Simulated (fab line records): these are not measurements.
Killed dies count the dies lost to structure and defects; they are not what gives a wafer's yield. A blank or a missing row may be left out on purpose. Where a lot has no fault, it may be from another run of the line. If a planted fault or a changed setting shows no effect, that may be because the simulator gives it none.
What tool caused it? ; flow n5Finfet ; 12 lots with 33 wafers sampled at 6 steps, on a route of 1938 steps

## WHAT THE GAUGES SHOWED, per wafer
N5_BEOL_M12_OCD_MEAS_35.
lot;measured;on;trenchDepthNm (nm)
L835;day 10 05:53;ocd-01;306 312
L836;day 10 12:22;ocd-01;323 320 323
L838;day 11 01:41;ocd-02;319 320 318
L840;day 11 12:38;ocd-02;313 312 321
L842;day 12 00:11;ocd-01;321 326
L845;day 12 09:48;ocd-01;329 316 327
L846;day 12 19:44;ocd-01;325 321 326
L849;day 13 17:25;ocd-02;318 312 315
L851;day 13 18:16;ocd-01;313 325 317
L854;day 14 13:40;ocd-01;324 312 322
L856;day 15 16:30;ocd-02;328 324
L858;day 16 03:29;ocd-01;322 327 327

N5_BEOL_M12_INSPECT_55: inspects for defects (darkfield).
lot;measured;on;rawDefectCount
L835;day 10 07:37;defectInspect-02;28 50
L836;day 10 14:26;defectInspect-02;72 82 69
L838;day 11 06:14;defectInspect-02;127 144 101
L840;day 11 14:13;defectInspect-02;54 45 44
L842;day 12 03:32;defectInspect-01;81 52
L845;day 12 12:04;defectInspect-02;56 44 75
L846;day 12 22:28;defectInspect-01;48 55 57
L849;day 13 19:41;defectInspect-01;687 672 681
L851;day 13 20:05;defectInspect-01;76 106 86
L854;day 14 15:18;defectInspect-01;633 702 653
L856;day 15 18:46;defectInspect-02;53 43
L858;day 16 07:33;defectInspect-02;63 53 51

N5_BEOL_M13_INSPECT_12: inspects for defects (macro).
lot;measured;on;rawDefectCount
L835;day 10 08:10;defectInspect-01;2 4
L836;day 10 15:06;defectInspect-02;4 1 3
L838;day 11 06:47;defectInspect-01;2 3 1
L840;day 11 14:49;defectInspect-01;3 4 4
L842;day 12 04:04;defectInspect-02;2 3
L845;day 12 12:37;defectInspect-02;0 1 3
L846;day 12 23:08;defectInspect-01;2 1 2
L849;day 13 20:21;defectInspect-02;>300 >300 >300
L851;day 13 20:45;defectInspect-01;2 4 3
L854;day 14 15:58;defectInspect-02;>300 >300 >300
L856;day 15 19:26;defectInspect-01;1 3
L858;day 16 08:06;defectInspect-02;0 0 2

## EACH LOT AND THE TOOL THAT RAN IT (in order: tool; ch and the chambers of the sampled wafers; start)
lot;N5_BEOL_M12_SPUTTER_43;N5_BEOL_M12_PRE_CLEAN_52;N5_BEOL_M13_ILD_DEP_00
L835;pvdSputter-02, day 10 06:25;pecvd-02 ch 0, day 10 07:28;pecvd-03 ch 1,2, day 10 07:39
L836;pvdSputter-03, day 10 13:14;pecvd-02 ch 0,1, day 10 14:18;pecvd-03 ch 1,2, day 10 14:28
L838;pvdSputter-03, day 11 05:05;pecvd-03 ch 1,2, day 11 06:08;pecvd-04 ch 0,2, day 11 06:17
L840;pvdSputter-02, day 11 13:02;pecvd-01 ch 0,2, day 11 14:06;pecvd-04 ch 1,2, day 11 14:19
L842;pvdSputter-01, day 12 02:13;pecvd-01 ch 1,2, day 12 03:25;pecvd-03 ch 0,2, day 12 03:37
L845;pvdSputter-02, day 12 10:44;pecvd-01 ch 1,2, day 12 11:57;pecvd-01 ch 0,2, day 12 12:06
L846;pvdSputter-03, day 12 21:17;pecvd-02 ch 0,1,2, day 12 22:20;pecvd-01 ch 1,2, day 12 22:29
L849;pvdSputter-01, day 13 18:31;pecvd-01 ch 1,2, day 13 19:34;pecvd-03 ch 0,1,2, day 13 19:43
L851;pvdSputter-01, day 13 18:55;pecvd-03 ch 0,2, day 13 19:58;pecvd-01 ch 1,2, day 13 20:07
L854;pvdSputter-03, day 14 14:07;pecvd-01 ch 0,1, day 14 15:11;pecvd-04 ch 0,1,2, day 14 15:20
L856;pvdSputter-02, day 15 17:23;pecvd-03 ch 0,2, day 15 18:39;pecvd-03 ch 0, day 15 18:48
L858;pvdSputter-03, day 16 05:56;pecvd-02 ch 1,2, day 16 07:26;pecvd-03 ch 0,1,2, day 16 07:35
- N5_BEOL_M12_SPUTTER_43: material TaN, target thk 15 nm, time 24.19 s.
- N5_BEOL_M12_PRE_CLEAN_52: time 15 s.
- N5_BEOL_M13_ILD_DEP_00: deposits SiOC from DEMS/O2, target thk 837.92 nm, time 166.4 s.

## WHAT THE TOOLS THEMSELVES READ (means of the sampled wafers that have a number; where no wafer has one, the mark that the record gives instead)
N5_BEOL_M12_SPUTTER_43.
lot;tool;throttleValvePct (%)
L835;pvdSputter-02;30.0
L836;pvdSputter-03;30.9
L838;pvdSputter-03;30.2
L840;pvdSputter-02;28.7
L842;pvdSputter-01;30.2
L845;pvdSputter-02;29.4
L846;pvdSputter-03;31.3
L849;pvdSputter-01;29.7
L851;pvdSputter-01;30.0
L854;pvdSputter-03;30.2
L856;pvdSputter-02;29.9
L858;pvdSputter-03;30.0

N5_BEOL_M12_PRE_CLEAN_52.
lot;tool;rfFwdPowerW (W)
L835;pecvd-02;295.0
L836;pecvd-02;297.0
L838;pecvd-03;296.0
L840;pecvd-01;295.3
L842;pecvd-01;294.1
L845;pecvd-01;294.2
L846;pecvd-02;294.6
L849;pecvd-01;294.1
L851;pecvd-03;294.9
L854;pecvd-01;295.1
L856;pecvd-03;295.8
L858;pecvd-02;295.3

N5_BEOL_M13_ILD_DEP_00.
lot;tool;heaterPowerW (W);rfFwdPowerW (W);showerheadPlenumPTorr (Torr);throttleValvePct (%)
L835;pecvd-03;512;498.0;5.682;11.9
L836;pecvd-03;500;496.0;5.674;12.0
L838;pecvd-04;478;497.3;5.685;11.5
L840;pecvd-04;558;496.5;5.697;12.8
L842;pecvd-03;547;499.0;5.675;12.2
L845;pecvd-01;408;498.3;5.700;11.3
L846;pecvd-01;385;499.1;5.684;11.7
L849;pecvd-03;544;497.8;5.690;12.3
L851;pecvd-01;430;498.7;5.695;11.6
L854;pecvd-04;525;496.8;5.680;12.4
L856;pecvd-03;595;495.9;5.681;12.6
L858;pecvd-03;562;497.3;5.683;12.2

## THE ANSWER, worked out from the rows above alone
Rule: the lots themselves supply what counts as usual. The widest of any qualifying gaps counts: lots, ordered by their means at a reading, are off when they make up no more than a third of the lots, leave a main group of 4 or more, and stand apart from it by 3 or more times the standard deviation of that group's means. The tables above print the reading to a certain number of digits; a main group whose means all agree to those digits is not used. Also off: a lot with no number at a reading for which 4 or more lots have one. The other lots that the step has rows for count as sound. Order of review: gauges by route order, followed by the tools' own readings, for which a lot's mean as printed above is used. The first step at which some lot is off is used, and at that step the reading that is off furthest; a lot without a number counts as furthest.
Off, at N5_BEOL_M12_INSPECT_55 on rawDefectCount: L849, L854. The main group: mean 66, standard deviation 24.
A tool fits if, at a process step before that reading, it ran every lot that is off, and no sound lot after the first of them. Not tried: the gauges at N5_BEOL_M12_INSPECT_55; whatever is off there is also off at N5_BEOL_M13_INSPECT_12, on other tools, and gauge error can't account for it. One candidate fits, namely pecvd-01 at N5_BEOL_M12_PRE_CLEAN_52. A fault onset in the window from L845 (day 12 11:57, its last sound lot) to L849 (day 13 19:34, its first lot off) fits.

## WHAT THE SIMULATOR HAD INSERTED
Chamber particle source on pecvd-01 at N5_BEOL_M12_PRE_CLEAN_52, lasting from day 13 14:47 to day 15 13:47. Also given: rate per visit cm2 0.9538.
Shown lots that were struck: L849, L854. The rule above found the same.
